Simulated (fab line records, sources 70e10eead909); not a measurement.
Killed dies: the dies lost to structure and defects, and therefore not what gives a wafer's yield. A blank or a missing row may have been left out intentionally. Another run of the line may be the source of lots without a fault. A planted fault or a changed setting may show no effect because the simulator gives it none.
Which tool did it?	flow nand-harc	69 wafers from 23 lots sampled at 5 of the route's 1302 steps

WHAT EACH GAUGE READ, for each wafer
NHARC_A_CONTACT_CD_MEAS_08 targets a cd of 200 nm.
lot	measured	on	cd-nm (nm)
L075	day 22 18:29	cd-sem-03	200.7 200.7 200.1
L074	day 22 21:28	cd-sem-03	201.2 201.4 199.9
L076	day 23 14:47	cd-sem-01	199.7 200.3 199.6
L078	day 24 06:43	cd-sem-03	200.7 199.9 199.8
L077	day 24 12:06	cd-sem-01	199.4 199.8 200.3
L079	day 24 20:16	cd-sem-03	201.0 200.1 200.7
L081	day 24 22:16	cd-sem-02	199.4 200.0 200.0
L080	day 24 23:50	cd-sem-02	200.5 199.8 200.6
L082	day 25 07:58	cd-sem-03	199.8 199.3 200.1
L083	day 25 23:32	cd-sem-02	200.3 199.9 200.8
L084	day 26 14:14	cd-sem-01	200.9 200.9 201.1
L085	day 27 06:07	cd-sem-03	199.4 200.1 200.9
L086	day 27 07:44	cd-sem-01	200.4 199.7 199.6
L088	day 28 02:11	cd-sem-01	199.8 198.4 199.3
L087	day 28 03:49	cd-sem-02	200.0 199.1 198.1
L089	day 28 09:04	cd-sem-02	201.1 200.3 200.0
L091	day 28 15:04	cd-sem-01	199.5 199.8 199.7
L090	day 28 16:42	cd-sem-03	200.2 200.3 201.1
L092	day 30 11:16	cd-sem-03	201.4 201.3 200.6
L094	day 30 15:51	cd-sem-03	201.3 199.8 199.5
L096	day 31 04:59	cd-sem-03	200.0 199.7 199.1
L097	day 31 07:36	cd-sem-01	199.0 199.6 198.9
L095	day 31 08:33	cd-sem-02	199.9 198.8 198.7

WHICH TOOL RAN EACH LOT (tool, then ch and the chambers of the sampled wafers, then the start)
lot	NHARC_A_CONTACT_DEP_58	NHARC_A_CONTACT_ETCH_75	NHARC_A_CONTACT_ETCH_131	NHARC_A_CONTACT_ETCH_106
L075	pecvd-03 ch 0,1, day 22 09:55	rie-diel-02 ch 0,2,3, day 22 10:48	har-cap-etch-01 ch 0,1, day 22 13:49	rie-diel-01 ch 0,2,3, day 22 15:31
L074	pecvd-03 ch 0,1,2, day 22 11:22	rie-diel-01 ch 0,1,2, day 22 12:22	har-cap-etch-02 ch 0,1, day 22 15:08	rie-diel-02 ch 0,1, day 22 16:47
L076	pecvd-03 ch 0,1,2, day 23 05:15	rie-diel-02 ch 0,1,2, day 23 06:16	har-cap-etch-01 ch 0,1, day 23 09:17	rie-diel-01 ch 0,1,2, day 23 11:21
L078	pecvd-01 ch 0,2, day 23 19:46	rie-diel-02 ch 0,2, day 23 20:44	har-cap-etch-02 ch 0,1, day 23 23:46	rie-diel-02 ch 0,1, day 24 01:23
L077	pecvd-04 ch 0,2, day 23 23:01	rie-diel-06 ch 0,1,3, day 23 23:52	har-cap-etch-02 ch 0,1, day 24 02:34	rie-diel-06 ch 1,2, day 24 04:14
L079	pecvd-01 ch 0,1, day 24 09:16	rie-diel-02 ch 0,1,2, day 24 10:16	har-cap-etch-01 ch 0,1, day 24 12:59	rie-diel-02 ch 0,2,3, day 24 14:37
L081	pecvd-01 ch 0,2, day 24 12:43	rie-diel-06 ch 0,1,3, day 24 13:43	har-cap-etch-01 ch 0,1, day 24 16:27	rie-diel-02 ch 0,1,3, day 24 18:12
L080	pecvd-03 ch 0,1, day 24 14:15	rie-diel-02 ch 0,1,3, day 24 15:04	har-cap-etch-02 ch 0,1, day 24 17:53	rie-diel-06 ch 1,3, day 24 19:31
L082	pecvd-04 ch 1,2, day 24 22:51	rie-diel-01 ch 0,1, day 24 23:50	har-cap-etch-02 ch 0,1, day 25 02:52	rie-diel-02 ch 0,1, day 25 04:52
L083	pecvd-04 ch 0,1, day 25 14:54	rie-diel-02 ch 1,2,3, day 25 15:59	har-cap-etch-02 ch 0,1, day 25 18:44	rie-diel-02 ch 1,2,3, day 25 20:25
L084	pecvd-01 ch 1,2, day 26 03:52	rie-diel-01 ch 0,1, day 26 04:43	har-cap-etch-02 ch 0,1, day 26 07:29	rie-diel-01 ch 1,2, day 26 09:10
L085	pecvd-04 ch 0,1,2, day 26 18:27	rie-diel-06 ch 0,1,2, day 26 19:16	har-cap-etch-01 ch 0,1, day 26 22:04	rie-diel-02 ch 0,1,2, day 26 23:46
L086	pecvd-03 ch 1,2, day 26 22:41	rie-diel-06 ch 0,1,3, day 26 23:33	har-cap-etch-02 ch 0,1, day 27 02:20	rie-diel-06 ch 1,3, day 27 03:56
L088	pecvd-03 ch 1,2, day 27 14:07	rie-diel-02 ch 0,2,3, day 27 14:56	har-cap-etch-01 ch 0,1, day 27 17:41	rie-diel-02 ch 0,2,3, day 27 19:40
L087	pecvd-03 ch 0,2, day 27 16:01	rie-diel-02 ch 1,2,3, day 27 16:59	har-cap-etch-03 ch 0,1, day 27 19:44	rie-diel-02 ch 0,1,2, day 27 22:13
L089	pecvd-04 ch 0,1,2, day 27 21:40	rie-diel-06 ch 1,2,3, day 27 22:35	har-cap-etch-03 ch 0,1, day 28 01:18	rie-diel-06 ch 0,1,3, day 28 03:29
L091	pecvd-01 ch 0,1, day 28 06:37	rie-diel-02 ch 1,2, day 28 07:33	har-cap-etch-03 ch 0,1, day 28 10:23	rie-diel-02 ch 0,1, day 28 11:56
L090	pecvd-03 ch 0,1,2, day 28 08:16	rie-diel-01 ch 0,1,2, day 28 09:13	har-cap-etch-01 ch 0,1, day 28 11:56	rie-diel-02 ch 0,1,2, day 28 13:35
L092	pecvd-04 ch 0,1, day 30 02:05	rie-diel-02 ch 1,2,3, day 30 03:05	har-cap-etch-02 ch 0,1, day 30 06:03	rie-diel-02 ch 0,1,3, day 30 08:07
L094	pecvd-04 ch 0,2, day 30 07:29	rie-diel-01 ch 0,1,3, day 30 08:28	har-cap-etch-03 ch 0,1, day 30 11:11	rie-diel-06 ch 1,3, day 30 12:51
L096	pecvd-01 ch 0,2, day 30 15:56	rie-diel-02 ch 1,2,3, day 30 16:47	har-cap-etch-02 ch 0,1, day 30 19:31	rie-diel-02 ch 0,2,3, day 30 21:08
L097	pecvd-03 ch 0,1, day 30 22:31	rie-diel-02 ch 0,3, day 30 23:31	har-cap-etch-03 ch 0,1, day 31 02:16	rie-diel-02 ch 1,2, day 31 03:53
L095	pecvd-03 ch 1,2, day 30 22:49	rie-diel-01 ch 0,1, day 30 23:54	har-cap-etch-02 ch 0, day 31 02:39	rie-diel-01 ch 0,1,3, day 31 04:16
- NHARC_A_CONTACT_DEP_58: deposits SiON, target thk 90 nm.
- NHARC_A_CONTACT_ETCH_75: etches the open film in CF4, target depth 39 nm, time 65 s.
- NHARC_A_CONTACT_ETCH_131: etches the open film in C4F8/O2/Ar, time 197 s, target depth 1918 nm.
- NHARC_A_CONTACT_ETCH_106: etches the open film in CF4/O2, target depth 90 nm, overetch 9 nm, time 49.5 s.

AS READ BY THE TOOLS THEMSELVES (means over the sampled wafers that have a number; for cases with no such wafer, the mark the record gives instead)
NHARC_A_CONTACT_DEP_58.
lot	tool	heater-power-w (W)	rf-fwd-power-W (W)
L075	pecvd-03	620	348.5
L074	pecvd-03	737	348.8
L076	pecvd-03	721	349.0
L078	pecvd-01	704	347.7
L077	pecvd-04	740	348.7
L079	pecvd-01	727	347.8
L081	pecvd-01	657	348.6
L080	pecvd-03	687	349.1
L082	pecvd-04	891	347.3
L083	pecvd-04	985	348.7
L084	pecvd-01	647	349.2
L085	pecvd-04	731	348.5
L086	pecvd-03	699	348.3
L088	pecvd-03	792	348.6
L087	pecvd-03	824	348.3
L089	pecvd-04	718	348.3
L091	pecvd-01	800	347.5
L090	pecvd-03	762	348.7
L092	pecvd-04	755	348.1
L094	pecvd-04	651	347.1
L096	pecvd-01	714	349.0
L097	pecvd-03	717	348.1
L095	pecvd-03	749	347.3

NHARC_A_CONTACT_ETCH_75.
lot	tool	drypump-motor-current-A (A)	oes-product-au (a.u.)	rf-fwd-power-W (W)	rf-vpp-V (V)	showerhead-plenum-p-Torr (Torr)	throttle-valve-pct (%)
L075	rie-diel-02	5.9	0.989	297.0	150.3	1.73	13.291
L074	rie-diel-01	5.7	0.991	296.4	150.5	1.74	13.278
L076	rie-diel-02	5.8	1.000	297.4	151.3	1.73	13.286
L078	rie-diel-02	5.9	0.993	296.7	151.9	1.80	13.279
L077	rie-diel-06	6.2	0.998	297.1	151.3	1.83	13.284
L079	rie-diel-02	5.8	1.007	297.9	150.7	1.72	13.278
L081	rie-diel-06	6.2	1.001	297.6	151.1	1.83	13.284
L080	rie-diel-02	5.8	0.991	297.1	150.8	1.73	13.287
L082	rie-diel-01	5.5	0.990	297.1	150.8	1.75	13.265
L083	rie-diel-02	5.8	0.994	297.0	149.0	1.66	13.274
L084	rie-diel-01	5.9	0.986	295.7	151.9	1.78	13.282
L085	rie-diel-06	5.9	0.990	296.6	152.0	1.85	13.291
L086	rie-diel-06	6.2	1.004	297.2	152.6	1.82	13.283
L088	rie-diel-02	5.9	0.993	297.4	149.6	1.72	13.286
L087	rie-diel-02	5.8	0.991	297.6	150.0	1.65	13.275
L089	rie-diel-06	6.0	0.994	297.9	151.4	1.84	13.278
L091	rie-diel-02	5.7	1.003	297.4	149.3	1.65	13.285
L090	rie-diel-01	5.7	0.992	297.2	150.0	1.73	13.279
L092	rie-diel-02	5.8	0.995	296.6	150.3	1.65	13.280
L094	rie-diel-01	5.5	0.986	298.2	151.3	1.72	13.283
L096	rie-diel-02	5.8	0.991	297.3	149.5	1.65	13.288
L097	rie-diel-02	6.0	1.001	297.0	151.4	1.79	13.273
L095	rie-diel-01	5.5	0.992	298.5	151.1	1.74	13.288

NHARC_A_CONTACT_ETCH_106.
lot	tool	drypump-motor-current-A (A)	o2-flow-sccm (sccm)	oes-product-au (a.u.)	rf-fwd-power-W (W)	rf-vpp-V (V)	showerhead-plenum-p-Torr (Torr)	throttle-valve-pct (%)
L075	rie-diel-01	5.3	20.03	0.997	296.5	196.2	1.28	13.398
L074	rie-diel-02	5.9	19.88	0.996	296.0	198.9	1.36	13.392
L076	rie-diel-01	5.7	20.02	0.979	296.0	198.0	1.31	13.395
L078	rie-diel-02	5.9	20.07	0.993	296.6	198.0	1.36	13.391
L077	rie-diel-06	6.3	20.01	0.983	295.7	199.1	1.42	13.398
L079	rie-diel-02	5.9	20.04	0.988	295.5	197.4	1.30	13.404
L081	rie-diel-02	5.9	20.06	0.987	296.1	196.8	1.30	13.393
L080	rie-diel-06	6.2	20.07	1.013	297.0	198.3	1.38	13.394
L082	rie-diel-02	5.8	20.00	1.001	296.8	196.5	1.30	13.391
L083	rie-diel-02	5.8	19.98	1.006	296.7	196.9	1.25	13.396
L084	rie-diel-01	6.2	20.05	0.995	295.1	198.0	1.33	13.387
L085	rie-diel-02	5.8	20.03	1.007	296.7	197.8	1.30	13.400
L086	rie-diel-06	6.5	20.02	0.998	297.7	199.0	1.39	13.397
L088	rie-diel-02	5.9	20.00	0.994	296.4	197.1	1.30	13.397
L087	rie-diel-02	5.8	20.00	1.005	297.1	196.9	1.30	13.392
L089	rie-diel-06	6.2	19.99	1.004	297.0	198.1	1.37	13.393
L091	rie-diel-02	5.9	20.01	0.997	296.7	197.7	1.36	13.393
L090	rie-diel-02	5.8	20.03	1.000	296.1	197.0	1.30	13.397
L092	rie-diel-02	5.9	19.95	0.996	296.1	197.1	1.30	13.391
L094	rie-diel-06	6.5	19.97	0.991	297.7	199.1	1.39	13.391
L096	rie-diel-02	5.9	19.99	0.997	296.4	197.0	1.29	13.393
L097	rie-diel-02	5.8	19.95	1.006	296.8	195.9	1.23	13.401
L095	rie-diel-01	5.6	20.02	0.998	297.3	196.9	1.30	13.395

THE ANSWER, worked out from the rows above alone
Rule: the lots themselves supply what counts as usual. The widest of any qualifying gaps counts: lots, ordered by their means at a reading, are off when they make up no more than a third of the lots, leave a main group of 4 or more, and stand apart from it by 3 or more times the standard deviation of that group's means. The tables above print the reading to a certain number of digits; a main group whose means all agree to those digits is not used. Also off: a lot with no number at a reading for which 4 or more lots have one. All remaining lots with rows at the step are treated as sound. After the gauges, taken in route order, come the tools' own readings; for these a lot's mean is taken, as printed above. The first step at which some lot is off is used, and at that step the reading that is off furthest; a lot without a number counts as furthest.
No lot is off on any of the readings shown, so nothing can be concluded from this.

WHAT THE SIMULATOR HAD INSERTED
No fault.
